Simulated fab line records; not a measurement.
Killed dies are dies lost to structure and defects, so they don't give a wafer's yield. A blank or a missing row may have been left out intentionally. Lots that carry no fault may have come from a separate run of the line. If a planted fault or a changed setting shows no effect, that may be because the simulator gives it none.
Which of the tools did it? :: flow n5Finfet :: 10 lots with 27 wafers sampled at 5 steps, on a route of 1938 steps

WHAT THE GAUGES READ, wafer by wafer
N5_BEOL_M2_THK_MEAS_53: measures by xrf.
lot: L991
measured: day 7 06:42
on: filmMetro-01
M2_THK (nm): 40.5 38.7 38.5

lot: L995
measured: day 8 02:51
on: filmMetro-02
M2_THK (nm): 36.6 41.5

lot: L997
measured: day 8 09:52
on: filmMetro-02
M2_THK (nm): 40.5 41.3

lot: L100
measured: day 9 06:49
on: filmMetro-02
M2_THK (nm): 40.9 37.3 43.0

lot: L103
measured: day 10 03:25
on: filmMetro-02
M2_THK (nm): 40.8 39.4

lot: L104
measured: day 10 13:25
on: filmMetro-01
M2_THK (nm): 38.2 40.1 40.3

lot: L106
measured: day 11 03:14
on: filmMetro-01
M2_THK (nm): 40.4 37.7 42.3

lot: L111
measured: day 12 19:06
on: filmMetro-01
M2_THK (nm): 41.1 37.2 38.8

lot: L112
measured: day 12 20:48
on: filmMetro-02
M2_THK (nm): 38.3 42.4 41.9

lot: L113
measured: day 12 22:38
on: filmMetro-02
M2_THK (nm): 41.2 40.3 41.9

N5_BEOL_M4_RC_MEAS_101.
lot: L991
measured: day 8 08:11
on: prober-02
DIBL_N (mV/V): 37.7 40.3 35.7
DIBL_P (mV/V): 39.0 41.7 37.3
IOFF_N (nA/um): 0.19 0.25 0.17
IOFF_P (nA/um): 0.24 0.30 0.22
ION_N (uA/um): 689 708 694
ION_P (uA/um): 474 481 478
SS_N (mV/dec): 70.9 71.5 70.7
SS_P (mV/dec): 72.4 73.9 72.3
VT_N (mV): 242 240 244
VT_P (mV): -246.0 -244.5 -247.6

lot: L995
measured: day 9 05:28
on: prober-02
DIBL_N (mV/V): 35.9 38.0
DIBL_P (mV/V): 35.7 37.9
IOFF_N (nA/um): 0.13 0.19
IOFF_P (nA/um): 0.19 0.22
ION_N (uA/um): 645 697
ION_P (uA/um): 447 470
SS_N (mV/dec): 71.4 71.5
SS_P (mV/dec): 73.9 74.1
VT_N (mV): 255 246
VT_P (mV): -252.4 -249.1

lot: L997
measured: day 9 20:19
on: prober-01
DIBL_N (mV/V): 35.9 36.5
DIBL_P (mV/V): 37.5 38.6
IOFF_N (nA/um): 0.16 0.16
IOFF_P (nA/um): 0.20 0.23
ION_N (uA/um): 672 661
ION_P (uA/um): 460 454
SS_N (mV/dec): 71.6 71.9
SS_P (mV/dec): 73.0 73.5
VT_N (mV): 249 250
VT_P (mV): -250.0 -248.3

lot: L100
measured: day 10 12:14
on: prober-02
DIBL_N (mV/V): 35.8 37.3 34.9
DIBL_P (mV/V): 33.7 35.3 34.2
IOFF_N (nA/um): 0.16 0.17 0.14
IOFF_P (nA/um): 0.19 0.20 0.19
ION_N (uA/um): 682 685 674
ION_P (uA/um): 468 466 469
SS_N (mV/dec): 70.4 71.9 71.3
SS_P (mV/dec): 72.5 74.0 73.3
VT_N (mV): 247 248 250
VT_P (mV): -248.5 -251.6 -251.7

lot: L103
measured: day 11 07:35
on: prober-01
DIBL_N (mV/V): 36.4 38.4
DIBL_P (mV/V): 36.0 38.3
IOFF_N (nA/um): 0.16 0.21
IOFF_P (nA/um): 0.19 0.23
ION_N (uA/um): 690 670
ION_P (uA/um): 464 450
SS_N (mV/dec): 70.8 72.7
SS_P (mV/dec): 73.7 73.3
VT_N (mV): 249 245
VT_P (mV): -250.6 -248.7

lot: L104
measured: day 11 22:40
on: prober-01
DIBL_N (mV/V): 40.6 32.5 39.4
DIBL_P (mV/V): 39.8 31.5 38.9
IOFF_N (nA/um): 0.27 0.11 0.24
IOFF_P (nA/um): 0.30 0.16 0.28
ION_N (uA/um): 704 668 703
ION_P (uA/um): 478 460 475
SS_N (mV/dec): 72.7 70.4 71.9
SS_P (mV/dec): 75.1 72.3 74.9
VT_N (mV): 240 253 244
VT_P (mV): -246.0 -252.3 -246.3

lot: L106
measured: day 12 01:48
on: prober-01
DIBL_N (mV/V): 39.1 34.7 33.8
DIBL_P (mV/V): 39.6 33.9 33.5
IOFF_N (nA/um): 0.22 0.14 0.14
IOFF_P (nA/um): 0.26 0.19 0.17
ION_N (uA/um): 688 677 689
ION_P (uA/um): 468 466 465
SS_N (mV/dec): 71.5 71.0 70.9
SS_P (mV/dec): 74.2 72.7 73.3
VT_N (mV): 245 251 251
VT_P (mV): -250.3 -252.1 -254.2

lot: L111
measured: day 13 21:52
on: prober-01
DIBL_N (mV/V): 34.8 34.6 37.2
DIBL_P (mV/V): 32.2 30.8 34.4
IOFF_N (nA/um): 0.11 0.10 0.14
IOFF_P (nA/um): 0.18 0.16 0.21
ION_N (uA/um): 671 649 669
ION_P (uA/um): 458 457 468
SS_N (mV/dec): 71.5 71.3 71.7
SS_P (mV/dec): 72.6 72.3 73.1
VT_N (mV): 254 258 252
VT_P (mV): -251.6 -251.8 -248.4

lot: L112
measured: day 13 22:04
on: prober-02
DIBL_N (mV/V): 33.6 34.4 37.1
DIBL_P (mV/V): 33.1 32.8 36.3
IOFF_N (nA/um): 0.12 0.14 0.17
IOFF_P (nA/um): 0.17 0.16 0.21
ION_N (uA/um): 673 679 673
ION_P (uA/um): 463 453 449
SS_N (mV/dec): 70.5 71.0 72.3
SS_P (mV/dec): 72.1 72.0 73.5
VT_N (mV): 251 252 250
VT_P (mV): -255.0 -253.8 -249.5

lot: L113
measured: day 14 02:41
on: prober-01
DIBL_N (mV/V): 35.3 35.0 35.3
DIBL_P (mV/V): 33.6 31.5 33.0
IOFF_N (nA/um): 0.14 0.12 0.14
IOFF_P (nA/um): 0.21 0.16 0.18
ION_N (uA/um): 667 660 682
ION_P (uA/um): 466 459 466
SS_N (mV/dec): 71.1 71.0 71.3
SS_P (mV/dec): 72.9 72.0 72.1
VT_N (mV): 249 254 251
VT_P (mV): -250.5 -252.2 -250.8

WHICH TOOL RAN EACH LOT (tool, then ch and the chambers of the sampled wafers, then the start)
lot: L991
N5_BEOL_M2_CO_CAP_55: cvdCo-01 ch 0,2, day 7 06:46
N5_BEOL_M3_STRIP_66: rieDiel-05 ch 0,1,2, day 7 08:10
N5_BEOL_M3_COAT_68: lithoTrack-02 ch 0, day 7 08:26

lot: L995
N5_BEOL_M2_CO_CAP_55: cvdCo-01 ch 0,1, day 8 02:56
N5_BEOL_M3_STRIP_66: rieDiel-05 ch 1,2, day 8 04:40
N5_BEOL_M3_COAT_68: lithoTrack-04 ch 0, day 8 04:56

lot: L997
N5_BEOL_M2_CO_CAP_55: cvdCo-02 ch 1, day 8 09:57
N5_BEOL_M3_STRIP_66: rieDiel-05 ch 0,2, day 8 12:31
N5_BEOL_M3_COAT_68: lithoTrack-01 ch 0, day 8 12:46

lot: L100
N5_BEOL_M2_CO_CAP_55: cvdCo-01 ch 1,2, day 9 06:55
N5_BEOL_M3_STRIP_66: rieDiel-06 ch 1,3, day 9 08:41
N5_BEOL_M3_COAT_68: lithoTrack-02 ch 0, day 9 09:01

lot: L103
N5_BEOL_M2_CO_CAP_55: cvdCo-02 ch 1,2, day 10 03:30
N5_BEOL_M3_STRIP_66: rieDiel-03 ch 0, day 10 05:46
N5_BEOL_M3_COAT_68: lithoTrack-02 ch 0, day 10 06:02

lot: L104
N5_BEOL_M2_CO_CAP_55: cvdCo-01 ch 0,1, day 10 13:29
N5_BEOL_M3_STRIP_66: rieDiel-05 ch 0,1,2, day 10 15:25
N5_BEOL_M3_COAT_68: lithoTrack-04 ch 0, day 10 15:46

lot: L106
N5_BEOL_M2_CO_CAP_55: cvdCo-01 ch 0,1, day 11 03:20
N5_BEOL_M3_STRIP_66: rieDiel-03 ch 0,2, day 11 07:30
N5_BEOL_M3_COAT_68: lithoTrack-01 ch 0, day 11 07:46

lot: L111
N5_BEOL_M2_CO_CAP_55: cvdCo-02 ch 1,2, day 12 19:10
N5_BEOL_M3_STRIP_66: rieDiel-03 ch 1,3, day 12 21:16
N5_BEOL_M3_COAT_68: lithoTrack-02 ch 0, day 12 21:32

lot: L112
N5_BEOL_M2_CO_CAP_55: cvdCo-02 ch 0,1,2, day 12 20:55
N5_BEOL_M3_STRIP_66: rieDiel-03 ch 0,1,3, day 12 22:45
N5_BEOL_M3_COAT_68: lithoTrack-02 ch 0, day 12 23:01

lot: L113
N5_BEOL_M2_CO_CAP_55: cvdCo-02 ch 0,1, day 12 22:49
N5_BEOL_M3_STRIP_66: rieDiel-03 ch 0,2,3, day 13 02:13
N5_BEOL_M3_COAT_68: lithoTrack-04 ch 0, day 13 02:41
- N5_BEOL_M2_CO_CAP_55: material Co, precursor CCTBA/H2, target thk 2 nm, time 102.1 s.
- N5_BEOL_M3_STRIP_66: strips in CF4.
- N5_BEOL_M3_COAT_68: time 60 s, resist thk 12 nm.

WHAT THE TOOLS THEMSELVES READ (means of the sampled wafers that have a number; where no wafer has one, the mark that the record gives instead)
N5_BEOL_M2_CO_CAP_55.
lot: L991
tool: cvdCo-01
heaterPowerOuterW (W): 127
heaterPowerW (W): 232
susceptorTempC (C): 200.08

lot: L995
tool: cvdCo-01
heaterPowerOuterW (W): 128
heaterPowerW (W): 240
susceptorTempC (C): 199.90

lot: L997
tool: cvdCo-02
heaterPowerOuterW (W): 128
heaterPowerW (W): 237
susceptorTempC (C): 199.84

lot: L100
tool: cvdCo-01
heaterPowerOuterW (W): 122
heaterPowerW (W): 233
susceptorTempC (C): 199.92

lot: L103
tool: cvdCo-02
heaterPowerOuterW (W): 144
heaterPowerW (W): 244
susceptorTempC (C): 200.12

lot: L104
tool: cvdCo-01
heaterPowerOuterW (W): 131
heaterPowerW (W): 240
susceptorTempC (C): 199.84

lot: L106
tool: cvdCo-01
heaterPowerOuterW (W): 128
heaterPowerW (W): 240
susceptorTempC (C): 200.19

lot: L111
tool: cvdCo-02
heaterPowerOuterW (W): 137
heaterPowerW (W): 242
susceptorTempC (C): 199.94

lot: L112
tool: cvdCo-02
heaterPowerOuterW (W): 134
heaterPowerW (W): 239
susceptorTempC (C): 200.01

lot: L113
tool: cvdCo-02
heaterPowerOuterW (W): 126
heaterPowerW (W): 240
susceptorTempC (C): 199.96

N5_BEOL_M3_STRIP_66.
lot: L991
tool: rieDiel-05
drypumpMotorCurrentA (A): 5.5
oesProductAu (a.u.): 0.81
rfFwdPowerW (W): 292.4
rfVppV (V): 272.2
showerheadPlenumPTorr (Torr): 1.84
throttleValvePct (%): 13.70

lot: L995
tool: rieDiel-05
drypumpMotorCurrentA (A): 5.5
oesProductAu (a.u.): 0.74
rfFwdPowerW (W): 293.2
rfVppV (V): 271.1
showerheadPlenumPTorr (Torr): 1.84
throttleValvePct (%): 13.71

lot: L997
tool: rieDiel-05
drypumpMotorCurrentA (A): 5.4
oesProductAu (a.u.): 0.83
rfFwdPowerW (W): 293.2
rfVppV (V): 271.6
showerheadPlenumPTorr (Torr): 1.81
throttleValvePct (%): 13.75

lot: L100
tool: rieDiel-06
drypumpMotorCurrentA (A): 5.7
oesProductAu (a.u.): 0.75
rfFwdPowerW (W): 292.4
rfVppV (V): 269.1
showerheadPlenumPTorr (Torr): 1.74
throttleValvePct (%): 13.68

lot: L103
tool: rieDiel-03
drypumpMotorCurrentA (A): 6.4
oesProductAu (a.u.): 0.88
rfFwdPowerW (W): 292.6
rfVppV (V): 269.2
showerheadPlenumPTorr (Torr): 1.75
throttleValvePct (%): 13.32

lot: L104
tool: rieDiel-05
drypumpMotorCurrentA (A): 5.5
oesProductAu (a.u.): 0.78
rfFwdPowerW (W): 293.0
rfVppV (V): 272.1
showerheadPlenumPTorr (Torr): 1.83
throttleValvePct (%): 13.76

lot: L106
tool: rieDiel-03
drypumpMotorCurrentA (A): 6.2
oesProductAu (a.u.): 0.74
rfFwdPowerW (W): 292.3
rfVppV (V): 269.8
showerheadPlenumPTorr (Torr): 1.72
throttleValvePct (%): 13.52

lot: L111
tool: rieDiel-03
drypumpMotorCurrentA (A): 5.9
oesProductAu (a.u.): 0.73
rfFwdPowerW (W): 293.4
rfVppV (V): 271.1
showerheadPlenumPTorr (Torr): 1.78
throttleValvePct (%): 13.86

lot: L112
tool: rieDiel-03
drypumpMotorCurrentA (A): 6.0
oesProductAu (a.u.): 0.77
rfFwdPowerW (W): 293.1
rfVppV (V): 269.7
showerheadPlenumPTorr (Torr): 1.76
throttleValvePct (%): 13.71

lot: L113
tool: rieDiel-03
drypumpMotorCurrentA (A): 6.1
oesProductAu (a.u.): 0.75
rfFwdPowerW (W): 291.7
rfVppV (V): 270.5
showerheadPlenumPTorr (Torr): 1.72
throttleValvePct (%): 13.67

N5_BEOL_M3_COAT_68.
lot: L991
tool: lithoTrack-02
dispensePressureKPa (kPa): 48
spinSpeedRpm (rpm): 1501.0

lot: L995
tool: lithoTrack-04
dispensePressureKPa (kPa): 57
spinSpeedRpm (rpm): 1499.7

lot: L997
tool: lithoTrack-01
dispensePressureKPa (kPa): 57
spinSpeedRpm (rpm): 1500.4

lot: L100
tool: lithoTrack-02
dispensePressureKPa (kPa): 48
spinSpeedRpm (rpm): 1500.6

lot: L103
tool: lithoTrack-02
dispensePressureKPa (kPa): 48
spinSpeedRpm (rpm): 1499.4

lot: L104
tool: lithoTrack-04
dispensePressureKPa (kPa): 57
spinSpeedRpm (rpm): 1499.3

lot: L106
tool: lithoTrack-01
dispensePressureKPa (kPa): 57
spinSpeedRpm (rpm): 1501.8

lot: L111
tool: lithoTrack-02
dispensePressureKPa (kPa): 48
spinSpeedRpm (rpm): 1770.2

lot: L112
tool: lithoTrack-02
dispensePressureKPa (kPa): 48
spinSpeedRpm (rpm): 1770.1

lot: L113
tool: lithoTrack-04
dispensePressureKPa (kPa): 57
spinSpeedRpm (rpm): 1499.7

THE ANSWER, worked out from the rows above alone
Rule: the usual values come from the lots themselves. Put in order of their means at a reading, lots are off if they are a third of the lots or fewer, leave a main group of 4 or more, and stand apart from it by a gap of 3 or more times the standard deviation of the main group's means; of several such gaps the widest counts. Not used: any main group whose means are identical at the precision the tables above print for the reading. Also off: a lot with no number at a reading for which 4 or more lots have one. Where the step has rows for the other lots, those lots are counted as sound. First the gauges in route order, then the tools' own readings, where a lot's mean is used as printed above. At the first step where some lot is off, the reading lying furthest off is the one used; lots without a number count as furthest.
Off: L111, L112 (N5_BEOL_M3_COAT_68, spinSpeedRpm). Main group: mean 1500.2 rpm, sd 0.82.
A tool fits if, at that step or a process step before it, it ran every lot that is off, and no sound lot after the first of them. One fits: N5_BEOL_M3_COAT_68 on lithoTrack-02. Its last sound lot is L103 (day 10 06:02), its first lot that is off L111 (day 12 21:32): a fault that began between those two fits.
On the lots that are off, the tool's own readings at N5_BEOL_M3_COAT_68 differ by more than 5 times the standard deviation of the sound lots' means, which bears it out; spinSpeedRpm reads 1770.2 rpm there versus 1500.2 rpm on the sound lots.

WHAT THE SIMULATOR HAD INSERTED
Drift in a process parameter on lithoTrack-02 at N5_BEOL_M3_COAT_68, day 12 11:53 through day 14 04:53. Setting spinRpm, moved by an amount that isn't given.
Shown lots that were struck: L111, L112. The rule above found the same.
